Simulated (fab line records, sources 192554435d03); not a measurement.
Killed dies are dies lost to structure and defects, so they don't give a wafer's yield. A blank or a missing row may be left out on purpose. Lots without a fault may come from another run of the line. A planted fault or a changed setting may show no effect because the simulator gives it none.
Problem report in the 8D (eight disciplines) form, filled by code | flow n5_finfet | the parts of the form that need people (team, actions taken, sign-off) are left out

1. THE PROBLEM
spin_speed_rpm at N5_BEOL_M9_COAT_60 reads a mean of 1459.5 rpm on 6 wafers of 2 lots; wafers without a fault read 1500.1 rpm with a standard deviation of 1. That is -41 standard deviations from the usual mean.
The step: time 60 s, resist thk 30 nm.
First seen on wafer L483.2, day 12 18:03, on litho_track-02. The record holds 12 wafers of 4 lots with a number at this step. Rule for "out", or "out of limits": more than 4 standard deviations from the usual mean. The other wafers with a number count as sound.

2. WHAT IT IS AND WHAT IT IS NOT
question                    | is                     | is not
which readings at this step | spin_speed_rpm         | dispense_pressure_kPa
which lots                  | L483, L485             | L477, L482
which wafers of those lots  | all that have a number | -
read on which tools         | litho_track-02         | litho_track-04
when                        | from day 12 18:03      | up to then (3 sound wafers); but 3 sound wafers of L482 came after

3. SUSPECTS, AND WHAT RULES EACH OUT
Counting: a tool at a process step up to the reading stays a suspect if it ran every lot that is out and no sound lot after the first of them.
- litho_track-02 at N5_BEOL_M9_COAT_60 (time 60 s, resist thk 30 nm): kept. It ran every lot that is out, first L483 (day 12 18:03), and no sound lot after that; its last sound lot up to then is L477 (day 10 12:07). Its own readings are out on those wafers: spin_speed_rpm.
Left after counting: litho_track-02 at N5_BEOL_M9_COAT_60.

4. THE CAUSE (what the simulator had put in)
Process parameter drift: litho_track-02, from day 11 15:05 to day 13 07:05, at N5_BEOL_M9_COAT_60. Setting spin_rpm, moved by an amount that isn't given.
Counting left only this tool.

5. THE CHAIN OF EFFECTS, in route order
Each row: a reading whose mean over the struck wafers that have a number lies more than 3 standard deviations from the usual. Only readings for which the record gives a usual standard deviation are gone through. hours: the time from each lot's start at the first step in this table that gives one to its start at this step, as a median over the lots. sigmas: the change in usual standard deviations.
hours | step               | reading        | usual      | on struck wafers | change | sigmas
0     | N5_BEOL_M9_COAT_60 | spin_speed_rpm | 1500.1 rpm | 1459.5           | -40.6  | -41
The process steps in it:
- N5_BEOL_M9_COAT_60: time 60 s, resist thk 30 nm.

6. WHAT WOULD HAVE CAUGHT IT SOONER
In this record the first reading out of limits was taken at day 12 18:03, 27 hours after the fault began at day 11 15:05.
